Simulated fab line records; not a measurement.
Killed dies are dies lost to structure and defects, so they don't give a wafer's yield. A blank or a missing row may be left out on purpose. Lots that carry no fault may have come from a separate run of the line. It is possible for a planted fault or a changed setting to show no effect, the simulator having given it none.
Split-lot trial | flow n5Finfet | 39 wafers read from 7 lots, route of 1938 steps

== THE SPLIT ==
At N5_MIM_BOT_SPUTTER_00 (material TiN, target thk 35 nm, time 89.7 s), the setting targetThkA was moved away from the recipe's 350 angstrom on 15 of the 39 wafers read, by -25.4% to +56.3%. The other wafers ran this setting at the recipe's value.

Reading taken at the split's own step.

== THE READING ==
TiN_of_MIM_BOT_SPUTTER_00.thkNm (the simulator's own value, which no gauge read), in nm, at N5_MIM_BOT_SPUTTER_00 (material TiN, target thk 35 nm, time 89.7 s). The file does not state a usual value for it. Average 34.8 nm, standard deviation 0.29 nm, over the 24 wafers here run with the recipe.

wafer  | tool, chamber at the split | targetThkA as run, angstrom | against the recipe | TiN_of_MIM_BOT_SPUTTER_00.thkNm, nm | against lot-mates on the recipe
L075.1 | pvdSputter-02, -           | 547                         | +56.3%             | 54.6                                | +19.4
L075.2 | pvdSputter-02, -           | 350                         | recipe             | 35.4                                | -
L075.3 | pvdSputter-02, -           | 547                         | +56.3%             | 55.2                                | +20.0
L075.4 | pvdSputter-02, -           | 350                         | recipe             | 35                                  | -
L075.5 | pvdSputter-02, -           | 547                         | +56.3%             | 55                                  | +19.8
L075.6 | pvdSputter-02, -           | 350                         | recipe             | 35.2                                | -
L079.1 | pvdSputter-01, -           | 500.4                       | +43.0%             | 49.8                                | +14.8
L079.2 | pvdSputter-01, -           | 350                         | recipe             | 34.6                                | -
L079.3 | pvdSputter-01, -           | 350                         | recipe             | 35.2                                | -
L079.4 | pvdSputter-01, -           | 350                         | recipe             | 35.2                                | -
L079.5 | pvdSputter-01, -           | 500.4                       | +43.0%             | 49.6                                | +14.6
L079.6 | pvdSputter-01, -           | 500.4                       | +43.0%             | 50.2                                | +15.2
L085.1 | pvdSputter-02, -           | 350                         | recipe             | 35                                  | -
L085.4 | pvdSputter-02, -           | 350                         | recipe             | 35                                  | -
L085.5 | pvdSputter-02, -           | 350                         | recipe             | 35                                  | -
L085.6 | pvdSputter-02, -           | 350                         | recipe             | 35                                  | -
L085.2 | pvdSputter-02, -           | 350                         | recipe             | 34.8                                | -
L085.3 | pvdSputter-02, -           | 350                         | recipe             | 34.8                                | -
L087.1 | pvdSputter-01, -           | 350                         | recipe             | 34.8                                | -
L087.2 | pvdSputter-01, -           | 461.5                       | +31.9%             | 45.8                                | +11.3
L087.3 | pvdSputter-01, -           | 461.5                       | +31.9%             | 46                                  | +11.5
L087.4 | pvdSputter-01, -           | 350                         | recipe             | 34.6                                | -
L087.5 | pvdSputter-01, -           | 350                         | recipe             | 34.2                                | -
L087.6 | pvdSputter-01, -           | 461.5                       | +31.9%             | 46.2                                | +11.7
L090.1 | pvdSputter-02, -           | 282                         | -19.4%             | 27.8                                | -6.9
L090.2 | pvdSputter-02, -           | 282                         | -19.4%             | 27.6                                | -7.1
L090.3 | pvdSputter-02, -           | 350                         | recipe             | 34.6                                | -
L090.4 | pvdSputter-02, -           | 350                         | recipe             | 35                                  | -
L090.5 | pvdSputter-02, -           | 282                         | -19.4%             | 28.2                                | -6.5
L090.6 | pvdSputter-02, -           | 350                         | recipe             | 34.4                                | -
L097.1 | pvdSputter-01, -           | 350                         | recipe             | 34.4                                | -
L097.3 | pvdSputter-01, -           | 350                         | recipe             | 34.8                                | -
L097.6 | pvdSputter-01, -           | 350                         | recipe             | 34.6                                | -
L095.1 | pvdSputter-01, -           | 350                         | recipe             | 34.6                                | -
L095.3 | pvdSputter-01, -           | 350                         | recipe             | 34.6                                | -
L095.2 | pvdSputter-01, -           | 261.2                       | -25.4%             | 26.2                                | -8.5
L095.4 | pvdSputter-01, -           | 350                         | recipe             | 35                                  | -
L095.5 | pvdSputter-01, -           | 261.2                       | -25.4%             | 26                                  | -8.7
L095.6 | pvdSputter-01, -           | 261.2                       | -25.4%             | 25.8                                | -8.9

THE FIT
A straight line over all 39 wafers: TiN_of_MIM_BOT_SPUTTER_00.thkNm changes by +0.354 nm for each +1% of targetThkA; r = +1.00; the points scatter about the line by 0.29 nm.
The same after taking each lot's own level away (the mean of its wafers on the recipe; 39 wafers): +0.35 nm for each +1%; r = +1.00; scatter 0.24 nm.
The reading moves by 20 nm for the largest change in targetThkA, on that fit.
Measured against the standard deviation above, the lots' own levels, which go from 34.53 to 35.20 nm, span 2.3 times it.
Hence the lot-to-lot level has little effect on the slope; both slopes agree.
Check: with one of the wafers moved furthest among these (+56.3%) left out of the fit, the line predicts +19.8 nm for it against its lot-mates. Against them it came out at +19.4 nm.

== OTHER SPLITS APPLIED TO THESE WAFERS ==
Other splits were also applied to these wafers ahead of the reading. Each is held against what the fit with the lots' levels taken away leaves over:
other split on the same wafers | wafers away from the commonest value | r with TiN_of_MIM_BOT_SPUTTER_00.thkNm (lot level and that fit taken away)
N5_BEOL_M8_DESCUM_16 timeS     | 12                                   | +0.00
N5_BEOL_M11_CURE_72 timeS      | 9                                    | -0.04
N5_BEOL_M12_SPUTTER_44 timeS   | 12                                   | -0.07

== FILE'S OWN FIT ==
TiN_of_MIM_BOT_SPUTTER_00.thkNm changes by +0.35 nm for each +1% of targetThkA, r = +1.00.
